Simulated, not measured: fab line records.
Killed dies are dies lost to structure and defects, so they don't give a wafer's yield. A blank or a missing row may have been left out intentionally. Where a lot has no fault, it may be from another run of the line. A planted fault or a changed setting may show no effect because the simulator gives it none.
Split-lot study -- flow n5_finfet -- 39 wafers read from 7 lots, route of 1938 steps

== THE SPLIT ==
At N5_BEOL_M0_SAQP_SPACER1_ALD_98 (deposits SiO2, target thk 12.8 nm, pulse time 1 s, purge time 2 s), the setting ald_cycles was moved away from the recipe's 138 on 12 of the 39 wafers read, by -50.0% to +55.8%. For the rest of the wafers, this setting stayed at what the recipe calls for.

== FROM THE SPLIT TO THE READING: what the file shows between them, 2 steps ==
- N5_BEOL_M0_SAQP_SPACER1_ETCHBACK_99: etches SiO2 in CHF3/O2, target depth 15.4 nm, time 7.7 s
- N5_BEOL_M0_SAQP_MANDREL1_REMOVE_100: chemistry HBr/Cl2/O2, target a-Si, stops on SiNx, bt time 10 s

== THE READING ==
cd_nm (nm) at N5_BEOL_M0_SAQP_CD_MEAS_25, where the cd target is 13.1 nm. Fault-free wafers of this fab line usually give 12.80 nm, standard deviation 0.27 nm.

wafer,"tool, chamber at the split",ald_cycles as run,against the recipe,"cd_nm, nm",against lot-mates on the recipe
L074.1,"ald_sin-01, 3,0,0",138,recipe,13.16,-
L074.2,"ald_sin-01, 1,2,1",215,+55.8%,20.12,+7.16
L074.3,"ald_sin-01, 3,0,0",138,recipe,13.05,-
L074.4,"ald_sin-01, 1,2,1",215,+55.8%,19.58,+6.62
L074.5,"ald_sin-01, 3,0,0",138,recipe,12.66,-
L074.6,"ald_sin-01, 1,2,1",215,+55.8%,20.09,+7.13
L077.2,"ald_sin-01, 2,3,3",138,recipe,12.61,-
L077.4,"ald_sin-01, 2,3,3",138,recipe,12.80,-
L077.6,"ald_sin-01, 2,3,3",138,recipe,13.02,-
L080.1,"ald_sin-04, 3,1,0,2,1",138,recipe,13.09,-
L080.2,"ald_sin-04, 3,1,0,2,1",138,recipe,12.61,-
L080.3,"ald_sin-04, 3,1,0,2,1",138,recipe,12.62,-
L080.4,"ald_sin-04, 3,1,0,2,1",138,recipe,12.94,-
L080.5,"ald_sin-04, 3,1,0,2,1",138,recipe,12.74,-
L080.6,"ald_sin-04, 2",138,recipe,12.83,-
L087.1,"ald_sin-01, 2,1,0",138,recipe,12.90,-
L087.2,"ald_sin-01, 2,1,0",138,recipe,12.76,-
L087.3,"ald_sin-01, 2,1,0",138,recipe,13.20,-
L087.4,"ald_sin-01, 3,2,3",181,+31.2%,16.86,+3.91
L087.5,"ald_sin-01, 3,2,3",181,+31.2%,16.71,+3.76
L087.6,"ald_sin-01, 3,2,3",181,+31.2%,17.04,+4.09
L090.1,"ald_sin-01, 0,3,1,1,0",138,recipe,12.98,-
L090.2,"ald_sin-01, 0,3,1,1,0",138,recipe,13.13,-
L090.3,"ald_sin-01, 0,3,1,1,0",138,recipe,12.73,-
L090.4,"ald_sin-01, 3",138,recipe,12.79,-
L090.5,"ald_sin-01, 0,3,1,1,0",138,recipe,13.04,-
L090.6,"ald_sin-01, 0,3,1,1,0",138,recipe,12.51,-
L095.1,"ald_sin-01, 2,1,2",138,recipe,12.42,-
L095.2,"ald_sin-01, 1,3,0",69,-50.0%,6.43,-5.73
L095.3,"ald_sin-01, 1,3,0",69,-50.0%,6.81,-5.35
L095.4,"ald_sin-01, 1,3,0",69,-50.0%,6.72,-5.44
L095.5,"ald_sin-01, 2,1,2",138,recipe,11.84,-
L095.6,"ald_sin-01, 2,1,2",138,recipe,12.21,-
L096.1,"ald_sin-01, 0,2",174,+26.1%,16.54,+3.89
L096.2,"ald_sin-01, 3,0",138,recipe,12.24,-
L096.3,"ald_sin-01, 0,2",174,+26.1%,16.02,+3.37
L096.4,"ald_sin-01, 1",174,+26.1%,15.91,+3.26
L096.5,"ald_sin-01, 3,0",138,recipe,12.69,-
L096.6,"ald_sin-01, 1",138,recipe,13.01,-
The file does not say which wafer passed through which chamber wherever a row lists several chambers: such a row stands for several wafers.

THE FIT
A straight line over all 39 wafers: cd_nm changes by +0.127 nm for each +1% of ald_cycles; r = +0.99; the points scatter about the line by 0.3 nm.
The same after taking each lot's own level away (the mean of its wafers on the recipe; 39 wafers): +0.12 nm for each +1%; r = +1.00; scatter 0.28 nm.
The reading moves by 6.7 nm for the largest change in ald_cycles, on that fit.
The span of the lots' own levels, 12.157 to 12.957 nm, comes to 3.0 times the standard deviation stated above.
The two slopes agree, so the slope changes little with the lot-to-lot level.
Check: with one of the wafers moved furthest among these (+55.8%) left out of the fit, the line predicts +6.73 nm for it against its lot-mates. It came out at +7.16 nm against them.

== OTHER SPLITS APPLIED TO THESE WAFERS ==
Before the reading, these wafers also passed through other splits. Each is held against what the fit with the lots' levels taken away leaves over:
other split on the same wafers,wafers away from the commonest value,r with cd_nm (lot level and that fit taken away)
N5_FIN_SAQP_HM_DEP_72 target_thk_a,15,-0.05
N5_SD_EPI_N_DEVELOP_08 develop_time_s,15,-0.02

== THE WHOLE CHAIN: every reading that the file lists as answering this split, in the file's order ==
step,what it does,reading,change (the file's fit),r (the file's)
N5_BEOL_M0_SAQP_SPACER1_ALD_98,"deposits SiO2, target thk 12.8 nm, pulse time 1 s, purge time 2 s","SiO2_of_BEOL_M0_SAQP_SPACER1_ALD_98.thk_nm (the simulator's own value, which no gauge read)",+0.129 nm for each +1% of the setting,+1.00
N5_BEOL_M0_SAQP_MANDREL1_REMOVE_100,"chemistry HBr/Cl2/O2, target a-Si, stops on SiNx, bt time 10 s","SiO2_of_BEOL_M0_SAQP_SPACER1_ALD_98.thk_nm (the simulator's own value, which no gauge read)",+0.115 nm for each +1% of the setting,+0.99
N5_BEOL_M0_SAQP_MANDREL1_REMOVE_100,"chemistry HBr/Cl2/O2, target a-Si, stops on SiNx, bt time 10 s","BEOL_M0_SAQP.cd_nm (the simulator's own value, which no gauge read)",+0.127 nm for each +1% of the setting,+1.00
N5_BEOL_M0_SAQP_CD_MEAS_25,target cd 13.1 nm,cd_nm,+0.121 nm for each +1% of the setting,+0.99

== THE FILE'S OWN FIT ==
cd_nm changes by +0.121 nm for each +1% of ald_cycles, r = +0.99.
